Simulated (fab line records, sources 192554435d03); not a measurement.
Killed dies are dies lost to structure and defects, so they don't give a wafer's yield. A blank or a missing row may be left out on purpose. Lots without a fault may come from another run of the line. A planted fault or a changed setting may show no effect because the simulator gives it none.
fab line records | flow n5_finfet
record lots=7 wafers=39
route steps=1938 shown ZERO_LAYER@16 FIN_CUT@176 ILD0@342 MOL_CONTACT_COAG@624 BEOL_M7@1266 BEOL_M10@1509 BEOL_M12@1656 TV_OPEN@1890 PASSIVATION@1915
start_h: hours from the record's first day to the start of the lot's first wafer shown | wait_h: hours since the lot's step before | " the same as in the row above | L1.1+2: a row that stands for several wafers | - no value, or no start given | * or withheld: withheld | < > ~ a bound
route shown NAME@n: a module of which the file shows steps, and the number in the route of the first | usual: mean/standard deviation of fault-free wafers | same: alike in all rows | chamber/n: place in a boat | sites: the reading at each site | _std_site: their standard deviation | _edge_site: outer sites' mean less inner sites' | radius_mm: how far each site lies from the wafer's centre | mask NAME#n: copy n | behind: the tool/chamber that last shaped the wafer | hold: why the lot was held/for how many hours/how that ended | device: the transistor (n, p or np) that didn't switch | end of line: the same wafers' tests at the end of the route | a step without rows: its recipe alone | killed: dies lost to structure and defects at the first sort, not the wafer's yield | map: a wafer's dies, x killed, . not, _ none there
set.NAME: the setting as run; set.NAME@STEP: as run at that earlier step | model.NAME: the simulator's own value behind a step, which no gauge read
lots whose settings were changed on purpose; a table a step, a row a wafer
## steps
# step N5_ZERO_LAYER_ETCH_18
# recipe chemistry=HBr/Cl2 target=Si target_depth_a=1200 time_s=40 pressure_mtorr=10 icp_w=800 bias_w=75 HBr_flow_sccm=150 Cl2_flow_sccm=80
# columns lot.wafer tool chamber start_h wait_h set.target_depth_a model.ZERO_LAYER.feature_depth_nm model.etch.depth_nm model.coat_of_ZERO_LAYER_COAT_05.thk_nm
L082.1 rie_si-03 1 60.93 0.0 1200 120.5 120.5 932.6
L082.2 " 3 " " 1200 118 118 932.6
L082.3 " 2 " " 1200 122 122 933.5
L082.4 " 0 " " 1200 117.8 117.8 930
L082.5 " 3 " " 1200 117.6 117.6 927.7
L082.6 " 0 " " 1200 118.5 118.5 934.4
L084.1 rie_si-04 2 72.91 0.0 1200 119.4 119.4 927
L084.2 " 3 " " 1200 115.2 115.2 924.7
L084.3 " 0 " " 1200 119.1 119.1 928.1
L084.4 " 1 " " 1200 120 120 925.1
L084.5 " 1 " " 1200 119.2 119.2 926.9
L084.6 " 0 " " 1200 118.6 118.6 925.8
L085.1 rie_si-04 2 79.10 0.0 1455 144.7 144.7 925.4
L085.2 " 1 " " 1455 145.3 145.3 922.6
L085.3 " 0 " " 1200 119.3 119.3 930.7
L085.4 " 3 " " 1455 139 139 925
L085.5 " 0 " " 1200 118.7 118.7 932.3
L085.6 " 3 " " 1200 114.3 114.3 933.1
L089.2 rie_si-04 3 103.27 0.0 1200 116.2 116.2 930.3
L089.3 " 1 " " 1200 119.9 119.9 928.4
L089.6 " 3 " " 1200 115.8 115.8 929.5
L092.1 rie_si-05 3 120.79 0.0 1722 176.8 176.8 915.7
L092.2 " 0 " " 1200 123.4 123.4 935.1
L092.3 " 2 " " 1200 116.4 116.4 935.3
L092.4 " 1 " " 1200 121.1 121.1 939.1
L092.5 " 2 " " 1722 167.7 167.7 920.2
L092.6 " 3 " " 1722 175.7 175.7 914.7
L094.1 rie_si-05 3 132.79 0.0 854.5 87.04 87.04 938.8
L094.2 " 1 " " 1200 120.8 120.8 930
L094.3 " 2 " " 854.5 83.5 83.5 940.1
L094.4 " 0 " " 1200 121.4 121.4 927.3
L094.5 " 0 " " 854.5 86.5 86.5 941.5
L094.6 " 1 " " 1200 121.8 121.8 926.3
L096.1 rie_si-03 3 144.79 0.0 1200 118.2 118.2 930
L096.2 " 0 " " 1472 144.3 144.3 918.5
L096.3 " 2 " " 1472 148.7 148.7 918.3
L096.4 " 1 " " 1200 121.5 121.5 928.2
L096.5 " 3 " " 1472 145.2 145.2 922.3
L096.6 " 0 " " 1200 117.2 117.2 927.4
# step N5_ZERO_LAYER_STRIP_24
# recipe chemistry=O2 power_w=1000 temp_c=250 overash_fraction=0.3 pressure_mtorr=1000 o2_flow_sccm=6750
# usual strip_time_to_endpoint_s=43.83/0.1
# columns lot.wafer tool chamber start_h wait_h set.target_depth_a@ZERO_LAYER_ETCH_18 strip_time_to_endpoint_s
L082.1 plasma_asher-02 1 61.03 0.1 1200 43.91
L082.2 " 0 " " 1200 43.91
L082.3 " 0 " " 1200 43.94
L082.4 " 1 " " 1200 43.82
L082.5 " 1 " " 1200 43.76
L082.6 " 0 " " 1200 43.99
L084.1 plasma_asher-01 1 73.02 0.1 1200 43.76
L084.2 " 0 " " 1200 43.67
L084.3 " 1 " " 1200 43.79
L084.4 " 0 " " 1200 43.68
L084.5 " 0 " " 1200 43.73
L084.6 " 1 " " 1200 43.72
L085.1 plasma_asher-02 1 79.21 0.1 1455 43.69
L085.2 " 0 " " 1455 43.61
L085.3 " 1 " " 1200 43.85
L085.4 " 0 " " 1455 43.69
L085.5 " 0 " " 1200 43.91
L085.6 " 1 " " 1200 43.91
L089.2 plasma_asher-01 1 103.37 0.1 1200 43.84
L089.3 " 0 " " 1200 43.81
L089.6 " 0 " " 1200 43.81
L092.1 plasma_asher-02 1 120.89 0.1 1722 43.42
L092.2 " 0 " " 1200 43.99
L092.3 " 0 " " 1200 44.01
L092.4 " 1 " " 1200 44.12
L092.5 " 0 " " 1722 43.53
L092.6 " 1 " " 1722 43.39
L094.1 plasma_asher-01 0 132.89 0.1 854.5 44.11
L094.2 " 1 " " 1200 43.83
L094.3 " 1 " " 854.5 44.15
L094.4 " 0 " " 1200 43.76
L094.5 " 1 " " 854.5 44.20
L094.6 " 0 " " 1200 43.74
L096.1 plasma_asher-02 0 144.89 0.1 1200 43.84
L096.2 " 1 " " 1472 43.49
L096.3 " 1 " " 1472 43.47
L096.4 " 0 " " 1200 43.77
L096.5 " 1 " " 1472 43.63
L096.6 " 0 " " 1200 43.76
# step N5_FIN_CUT_CUT_ETCH_15
# recipe chemistry=HBr/Cl2/O2 target=Si target_depth_a=1000 bt_time_s=10 mask_material=SOC time_s=42.4 ion_energy_ev=* bias_w=* pressure_mtorr=10 icp_w=800 HBr_flow_sccm=150 Cl2_flow_sccm=80 O2_flow_sccm=12
# columns lot.wafer tool chamber start_h wait_h set.target_depth_a model.etch.depth_nm model.FIN_CUT.feature_depth_nm model.SOC_of_FIN_CUT_COAT_18.thk_nm
L082.1 rie_si-06 3 76.35 0.1 1000 101.4 101.4 169.4
L082.2 " 0 " " 1000 101.4 101.4 168.8
L082.3 " 1 " " 672 69.16 69.2 180.8
L082.4 " 2 " " 672 66.68 66.6 182
L082.5 " 0 " " 1000 101.5 101.6 168.4
L082.6 " 3 " " 672 67.87 67.8 181.2
L084.1 rie_si-01 1 88.71 0.1 1000 100.8 100.8 170.2
L084.2+3 " 0,3 " " 1000 100.8 100.8 169.8
L084.4 " 2 " " 1000 99.79 99.8 170
L084.5 " 3 " " 1000 100.9 100.8 170
L084.6 " 0 " " 1000 101.4 101.4 169.8
L085.1 rie_si-02 1 94.45 0.1 1558 156.4 156.4 147.8
L085.2 " 2 " " 1000 98.06 98 169
L085.3 " 0 " " 1000 100.3 100.2 168.8
L085.4 " 1 " " 1558 157.6 157.6 146.6
L085.5 " 2 " " 1558 153.2 153.2 149.6
L085.6 " 0 " " 1000 100.7 100.8 168.4
L089.2 rie_si-06 0 119.94 0.1 1000 100.6 100.6 170.6
L089.3 " 3 " " 1000 100.3 100.4 170.8
L089.6 " 0 " " 1000 100.5 100.4 170
L092.1 rie_si-06 2 136.17 0.1 1000 97.6 97.6 171.6
L092.2 " 1 " " 1162 118.1 118 162.6
L092.3 " 0 " " 1000 100.6 100.6 169.8
L092.4 " 3 " " 1162 116.9 117 164.2
L092.5 " 1 " " 1162 117.8 117.8 163.2
L092.6 " 2 " " 1000 97.1 97.2 172.2
L094.1 rie_si-01 2 147.26 0.1 1206 120.8 120.8 162.8
L094.2 " 1 " " 1206 119.4 119.4 163
L094.3 " 0 " " 1000 101.4 101.4 169.6
L094.4 " 3 " " 1000 102.1 102 168.4
L094.5 " 0 " " 1000 100.8 100.8 170
L094.6 " 3 " " 1206 121 121 163.2
L096.1 rie_si-06 0 159.45 0.1 1368 139.7 139.6 155.8
L096.2 " 1 " " 1000 103.4 103.4 169.2
L096.3 " 3 " " 1368 138.9 139 154.6
L096.4 " 2 " " 1368 134.7 134.6 156.4
L096.5 " 2 " " 1000 98.94 99 171
L096.6 " 1 " " 1000 102.5 102.6 169.6
# step N5_ILD0_PRECLEAN_10
# recipe chemistry=NF3:NH3 afs_cycles=5 time_s=20 temp_c=30 sublimation_temp_c=180 sublimation_time_s=60 pressure_torr=3 rf_power_w=30
# columns lot.wafer tool chamber start_h wait_h set.time_s model.SiO2_flowable_of_ILD0_FCVD_FILL_01.thk_nm
L082.1 remote_plasma-02 1 110.31 0.0 30.98 112.4
L082.2 " 1 " " 20 119.6
L082.3 " 1 " " 30.98 112.6
L082.4 " 1 " " 30.98 111.4
L082.5 " 1 " " 20 120.6
L082.6 " 1 " " 20 119.4
L084.1 remote_plasma-01 1 121.89 0.0 20 120.4
L084.2 " 1 " " 20 121
L084.3+4 " 1 " " 20 120.6
L084.5 " 1 " " 20 120.2
L084.6 " 1 " " 20 120
L085.1 remote_plasma-02 0 134.17 0.0 8.353 129
L085.2 " 0 " " 20 120.6
L085.3+5 " 0 " " 8.353 129.8
L085.4 " 0 " " 20 120.4
L085.6 " 0 " " 20 119.8
L089.2 remote_plasma-01 1 152.90 0.1 20 121
L089.3 " 1 " " 20 121.2
L089.6 " 1 " " 20 121.4
L092.1 remote_plasma-02 1 170.86 0.0 20 120.2
L092.2 " 1 " " 8.175 130.6
L092.3 " 1 " " 20 121.6
L092.4 " 1 " " 8.175 131
L092.5 " 1 " " 20 121.2
L092.6 " 1 " " 8.175 130.8
L094.1 remote_plasma-01 0 184.12 0.0 9.851 128
L094.2 " 0 " " 9.851 129.2
L094.3+4 " 0 " " 20 120.6
L094.5 " 0 " " 9.851 129
L094.6 " 0 " " 20 120.2
L096.1 remote_plasma-02 0 194.84 0.0 20 119.2
L096.2 " 0 " " 20 119.4
L096.3 " 0 " " 20 119
L096.4 " 0 " " 20 120.6
L096.5 " 0 " " 20 120
L096.6 " 0 " " 20 119.6
# step N5_MOL_CONTACT_COAG_CVD_140
# recipe material=W target_thk_a=665 mode=selective_fill temp_c=300 time_s=215
# columns lot.wafer tool chamber start_h wait_h set.target_thk_a model.W_of_MOL_CONTACT_COAG_CVD_140.thk_nm
L082.1 cvd_w-01 0 148.74 0.1 665 66.4
L082.2 " 1 " " 665 65.4
L082.3 " 0 " " 399.2 40
L082.4+5 " 1 " " 399.2 39.2
L082.6 " 0 " " 665 67
L084.1 cvd_w-02 1 165.46 0.1 665 66.4
L084.2 " 0 " " 665 66.2
L084.3 " 1 " " 922.7 91.6
L084.4 " 0 " " 665 66
L084.5 " 0 " " 922.7 92.6
L084.6 " 1 " " 922.7 91.8
L085.1+3 cvd_w-01 1 172.59 0.1 665 65.6
L085.2 " 0 " " 546.9 54.8
L085.4 " 0 " " 546.9 54.6
L085.5 " 1 " " 546.9 54.4
L085.6 " 0 " " 665 66.6
L089.2 cvd_w-01 1 193.23 0.1 665 64.8
L089.3 " 1 " " 665 64.6
L089.6 " 0 " " 665 66.2
L092.1+3 cvd_w-01 0 211.46 0.1 665 66.4
L092.2 " 1 " " 665 66
L092.4 " 1 " " 920.1 91.8
L092.5 " 0 " " 920.1 92.2
L092.6 " 1 " " 920.1 91.6
L094.1 cvd_w-02 0 224.32 0.1 665 66.8
L094.2+5 " 0 " " 311.3 31.2
L094.3 " 0 " " 311.3 31.8
L094.4 " 0 " " 665 66.4
L094.6 " 0 " " 665 67
L096.1 cvd_w-01 0 231.56 0.1 665 65.6
L096.2+6 " 1 " " 665 65.2
L096.3 " 0 " " 665 66.2
L096.4 " 1 " " 665 65.4
L096.5 " 0 " " 665 65
# step N5_BEOL_M7_PECVD_70
# recipe material=SiO2 target_thk_a=200 temp_c=400 precursor=TEOS/O2 pressure_torr=5.5 rf_w=450 teos_flow_sccm=53.8 gas=O2 flow_sccm=3000 time_s=22.7
# columns lot.wafer tool chamber start_h wait_h set.time_s model.SiO2_of_BEOL_M7_PECVD_70.thk_nm
L084.1+2 pecvd-04 1,0 262.05 0.0 27.52 24.2
L084.3 " 0 " " 27.52 24.6
L084.4 " 1 " " 22.7 20.6
L084.5+6 " 1,0 " " 22.7 20.4
L082.1 pecvd-02 2 262.18 0.0 22.7 19.6
L082.2 " 1 " " 22.7 19.8
L082.3 " 0 " " 27.42 24
L082.4 " 1 " " 22.7 20.6
L082.5 " 2 " " 27.42 23.8
L082.6 " 0 " " 27.42 24.2
L085.1 pecvd-04 2 265.43 0.1 22.7 20.4
L085.2 " 0 " " 15.36 14
L085.3 " 1 " " 22.7 20.8
L085.4 " 0 " " 15.36 14.4
L085.5 " 2 " " 22.7 20.6
L085.6 " 1 " " 15.36 14.6
L089.2 pecvd-02 0 278.29 0.0 22.7 20.4
L089.3 " 2 " " 22.7 19.8
L089.6 " 0 " " 22.7 20.6
L092.1+4 pecvd-02 0,2 299.34 0.0 22.7 19.8
L092.2+5+6 " 1,1,0 " " 22.7 20.2
L092.3 " 2 " " 22.7 19.6
L094.1 pecvd-01 1 318.33 0.0 13.43 11.6
L094.2 " 0 " " 22.7 19.8
L094.3 " 2 " " 13.43 12
L094.4 " 2 " " 22.7 20.2
L094.5 " 1 " " 22.7 20
L094.6 " 0 " " 13.43 11.8
L096.1 pecvd-01 2 323.53 0.0 35.86 30.8
L096.2 " 1 " " 35.86 31
L096.3 " 0 " " 22.7 19.8
L096.4+6 " 0,2 " " 22.7 20.2
L096.5 " 1 " " 35.86 31.4
# step N5_BEOL_M10_VIA_ETCH_34
# recipe chemistry=C4F6/O2 target=SiCOH_lowk target_depth_a=1845 mask_material=SOC taper_deg=4 time_s=69.2 ion_energy_ev=250 pressure_mtorr=30 source_w=345 bias_w=185 Ar_flow_sccm=300 C4F6_flow_sccm=10 O2_flow_sccm=10
# columns lot.wafer tool chamber start_h wait_h set.time_s model.etch.depth_nm model.SOC_of_BEOL_M10_COAT_63.thk_nm
L084.1 rie_diel-05 1 291.03 0.0 69.2 178.9 92.2
L084.2 " 0 " " 85.98 231.8 90.2
L084.3 " 3 " " 69.2 192.3 91.6
L084.4 " 3 " " 85.98 238.1 89.8
L084.5 " 1 " " 69.2 179 92
L084.6 " 0 " " 85.98 231.5 90.2
L082.1 rie_diel-05 0 293.81 0.0 69.2 186.3 91.6
L082.2 " 1 " " 69.2 178.5 92
L082.3 " 3 " " 46.77 129.9 94
L082.4 " 3 " " 46.77 130.1 94
L082.5 " 1 " " 46.77 120.7 94.4
L082.6 " 0 " " 69.2 186.6 91.4
L085.1 rie_diel-01 2 296.41 0.0 88.04 240.7 89.6
L085.2 " 1 " " 88.04 231.2 89.6
L085.3 " 0 " " 69.2 184.7 91.8
L085.4 " 0 " " 88.04 233.6 89.8
L085.5 " 2 " " 69.2 189.5 91.8
L085.6 " 1 " " 69.2 182.1 92
L089.2 rie_diel-01 3 309.19 0.0 69.2 189.4 91.8
L089.3 " 0 " " 69.2 182.1 92
L089.6 " 0 " " 69.2 181.7 92
L092.1 rie_diel-03 3 323.15 0.0 69.2 184.3 92.2
L092.2 " 2 " " 94.68 244.2 89.8
L092.3 " 0 " " 69.2 180.2 92.6
L092.4 " 1 " " 94.68 250.1 89.6
L092.5 " 0 " " 69.2 177.2 92.6
L092.6 " 3 " " 94.68 252 89.2
L094.1 rie_diel-03 1 345.70 0.0 69.2 185 92
L094.2 " 0 " " 69.2 181.6 92
L094.3 " 3 " " 69.2 186.5 92.2
L094.4 " 2 " " 69.2 180.5 92
L094.5 " 2 " " 69.2 180.5 92.2
L094.6 " 3 " " 69.2 186.3 92.2
L096.1 rie_diel-03 3 353.95 0.0 79.84 216.1 90.6
L096.2 " 1 " " 79.84 211.6 90.6
L096.3 " 0 " " 69.2 179.9 91.6
L096.4 " 2 " " 79.84 209.2 90.6
L096.5 " 3 " " 69.2 186.8 92
L096.6 " 0 " " 69.2 180.5 92
# step N5_BEOL_M12_DEP_53
# recipe material=SiCN target_thk_a=300 temp_c=withheld precursor=3MS/NH3 pressure_torr=3 rf_w=675 time_s=10.5
# columns lot.wafer tool chamber start_h wait_h set.target_thk_a model.SiCN_of_BEOL_M12_DEP_53.thk_nm
L084.1 pecvd-03 1 305.60 0.0 300 30
L084.2 " 2 " " 202.9 20
L084.3 " 0 " " 202.9 20.4
L084.4 " 0 " " 300 30.4
L084.5 " 1 " " 202.9 20.2
L084.6 " 2 " " 300 30.2
L082.1 pecvd-03 0 306.46 0.0 300 29.4
L082.2 " 1 " " 132.9 12.8
L082.3 " 2 " " 132.9 12.6
L082.4 " 0 " " 300 29.8
L082.5 " 2 " " 300 29.6
L082.6 " 1 " " 132.9 13.2
L085.1 pecvd-01 2 311.39 0.0 424.8 43
L085.2 " 1 " " 300 29.6
L085.3 " 0 " " 424.8 42.4
L085.4 " 1 " " 300 30.2
L085.5 " 2 " " 300 30.4
L085.6 " 0 " " 424.8 43.4
L089.2+3 pecvd-01 0,2 324.10 0.0 300 30
L089.6 " 0 " " 300 30.4
L092.1 pecvd-03 1 340.26 0.0 463 45.8
L092.2 " 2 " " 463 45.6
L092.3 " 0 " " 300 29
L092.4 " 0 " " 463 46.2
L092.5 " 2 " " 300 29.8
L092.6 " 1 " " 300 30
L094.1 pecvd-03 0 363.77 0.0 389.3 38.2
L094.2 " 1 " " 300 29.6
L094.3+4 " 2,0 " " 300 29.8
L094.5 " 1 " " 389.3 39.4
L094.6 " 2 " " 389.3 39.6
L096.1+3 pecvd-02 1,0 375.92 0.0 300 30.4
L096.2 " 2 " " 416.4 41.8
L096.4 " 1 " " 300 30.6
L096.5 " 0 " " 416.4 42.2
L096.6 " 2 " " 416.4 42.4
# step N5_PASSIVATION_ETCH_15
# recipe chemistry=CF4/N2 target=SiCN target_depth_a=750 taper_deg=2 time_s=81.2 ion_energy_ev=150 mask_material=SiNx pressure_mtorr=40 source_w=430 bias_w=70 Ar_flow_sccm=100 cf4_flow_sccm=60 n2_flow_sccm=60
# columns lot.wafer tool chamber start_h wait_h set.target_depth_a model.etch.depth_nm
L084.1 rie_diel-02 1 - - 750 63.92
L084.2 " 2 " " 750 67.95
L084.3 " 0 " " 750 67.5
L084.4 " 3 " " 750 65.24
L084.5 " 3 " " 750 65.16
L084.6 " 2 " " 750 67.74
L082.1 rie_diel-04 0 - - 750 67.69
L082.2 " 1 " " 453.5 38.75
L082.3 " 3 " " 750 64.06
L082.4 " 2 " " 453.5 40.29
L082.5 " 1 " " 750 64.47
L082.6 " 0 " " 453.5 40.76
L085.1 rie_diel-06 0 - - 750 65
L085.2 " 1 " " 436.3 38.81
L085.3 " 2 " " 750 65.93
L085.4 " 0 " " 750 64.86
L085.5 " 1 " " 436.3 38.94
L085.6 " 2 " " 436.3 38.51
L089.2 rie_diel-04 2 - - 750 67.38
L089.3 " 1 " " 750 64.72
L089.6 " 2 " " 750 66.94
L092.1 rie_diel-06 2 - - 750 66.4
L092.2 " 1 " " 750 67.3
L092.3 " 1 " " 750 67.04
L092.4 " 2 " " 750 65.96
L092.5 " 1 " " 750 67.23
L092.6 " 2 " " 750 66.25
L094.1 rie_diel-04 2 - - 864.9 76.81
L094.2 " 3 " " 864.9 72.88
L094.3 " 0 " " 750 66.98
L094.4 " 1 " " 750 63.26
L094.5 " 3 " " 864.9 72.53
L094.6 " 0 " " 750 66.66
L096.1 rie_diel-02 2 - - 750 67.37
L096.2 " 1 " " 750 63.65
L096.3 " 3 " " 750 64.99
L096.4 " 0 " " 750 67.06
L096.5 " 3 " " 750 64.2
L096.6 " 0 " " 750 66.42
# step N5_PASSIVATION_PECVD_53
# recipe material=SiO2 target_thk_a=8000 temp_c=400 precursor=TEOS/O2 pressure_torr=6.5 rf_w=withheld teos_flow_sccm=withheld gas=O2 flow_sccm=2650 time_s=169.4
# columns lot.wafer tool chamber start_h wait_h set.time_s model.SiO2_of_PASSIVATION_PECVD_53.thk_nm
L084.1 pecvd-04 0 332.57 0.0 209.2 977.4
L084.2 " 2 " " 169.4 792
L084.3 " 1 " " 169.4 778.4
L084.4 " 1 " " 169.4 795.2
L084.5 " 0 " " 209.2 993
L084.6 " 2 " " 209.2 980.4
L082.1 pecvd-02 2 341.37 0.0 103.4 491.8
L082.2 " 0 " " 169.4 789.6
L082.3 " 1 " " 169.4 798
L082.4 " 1 " " 169.4 809
L082.5 " 0 " " 103.4 499.4
L082.6 " 2 " " 103.4 500.8
L085.1 pecvd-04 2 343.12 0.0 268 1240
L085.2 " 0 " " 169.4 774.8
L085.3 " 1 " " 169.4 781.8
L085.4 " 2 " " 268 1270
L085.5 " 0 " " 268 1272
L085.6 " 1 " " 169.4 790.2
L089.2 pecvd-04 1 353.18 0.0 169.4 772.4
L089.3 " 2 " " 169.4 781.6
L089.6 " 0 " " 169.4 787.4
L092.1 pecvd-01 1 366.65 0.0 169.4 801
L092.2 " 0 " " 169.4 786.2
L092.3 " 1 " " 169.4 812.2
L092.4 " 0 " " 169.4 794
L092.5 " 1 " " 169.4 815.8
L092.6 " 0 " " 169.4 807.8
L094.1 pecvd-04 2 388.91 0.0 265.8 1247
L094.2 " 0 " " 169.4 790.8
L094.3 " 1 " " 265.8 1243
L094.4 " 2 " " 169.4 812.6
L094.5 " 1 " " 265.8 1258
L094.6 " 0 " " 169.4 805.4
L096.1 pecvd-04 1 403.33 0.0 244.2 1143
L096.2 " 0 " " 169.4 787.8
L096.3 " 2 " " 244.2 1150
L096.4 " 1 " " 169.4 804.6
L096.5 " 2 " " 169.4 803.4
L096.6 " 0 " " 244.2 1161
## key
split step=N5_ZERO_LAYER_ETCH_18 setting=target_depth_a stated=1200 by=wafer
response step=N5_ZERO_LAYER_ETCH_18 reading=model.ZERO_LAYER.feature_depth_nm change=+1.22 per=1% r=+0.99
response step=N5_ZERO_LAYER_ETCH_18 reading=model.etch.depth_nm change=+1.22 per=1% r=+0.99
response step=N5_ZERO_LAYER_ETCH_18 reading=model.coat_of_ZERO_LAYER_COAT_05.thk_nm change=-0.426 per=1% r=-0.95
response step=N5_ZERO_LAYER_STRIP_24 reading=strip_time_to_endpoint_s change=* per=1% r=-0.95
split step=N5_FIN_CUT_CUT_ETCH_15 setting=target_depth_a stated=1000 by=wafer
response step=N5_FIN_CUT_CUT_ETCH_15 reading=model.etch.depth_nm change=+1 per=1% r=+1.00
response step=N5_FIN_CUT_CUT_ETCH_15 reading=model.FIN_CUT.feature_depth_nm change=+1 per=1% r=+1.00
response step=N5_FIN_CUT_CUT_ETCH_15 reading=model.SOC_of_FIN_CUT_COAT_18.thk_nm change=-0.377 per=1% r=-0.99
split step=N5_ILD0_PRECLEAN_10 setting=time_s stated=20 by=wafer
response step=N5_ILD0_PRECLEAN_10 reading=model.SiO2_flowable_of_ILD0_FCVD_FILL_01.thk_nm change=-0.157 per=1% r=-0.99
split step=N5_MOL_CONTACT_COAG_CVD_140 setting=target_thk_a stated=665 by=wafer
response step=N5_MOL_CONTACT_COAG_CVD_140 reading=model.W_of_MOL_CONTACT_COAG_CVD_140.thk_nm change=+0.665 per=1% r=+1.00
split step=N5_BEOL_M7_PECVD_70 setting=time_s stated=22.7 by=wafer
response step=N5_BEOL_M7_PECVD_70 reading=model.SiO2_of_BEOL_M7_PECVD_70.thk_nm change=+0.193 per=1% r=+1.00
split step=N5_BEOL_M10_VIA_ETCH_34 setting=time_s stated=69.2 by=wafer
response step=N5_BEOL_M10_VIA_ETCH_34 reading=model.etch.depth_nm change=+1.86 per=1% r=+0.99
response step=N5_BEOL_M10_VIA_ETCH_34 reading=model.SOC_of_BEOL_M10_COAT_63.thk_nm change=-0.0787 per=1% r=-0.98
split step=N5_BEOL_M12_DEP_53 setting=target_thk_a stated=300 by=wafer
response step=N5_BEOL_M12_DEP_53 reading=model.SiCN_of_BEOL_M12_DEP_53.thk_nm change=+0.303 per=1% r=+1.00
split step=N5_PASSIVATION_ETCH_15 setting=target_depth_a stated=750 by=wafer
response step=N5_PASSIVATION_ETCH_15 reading=model.etch.depth_nm change=+0.633 per=1% r=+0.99
split step=N5_PASSIVATION_PECVD_53 setting=time_s stated=169.4 by=wafer
response step=N5_PASSIVATION_PECVD_53 reading=model.SiO2_of_PASSIVATION_PECVD_53.thk_nm change=+8 per=1% r=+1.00
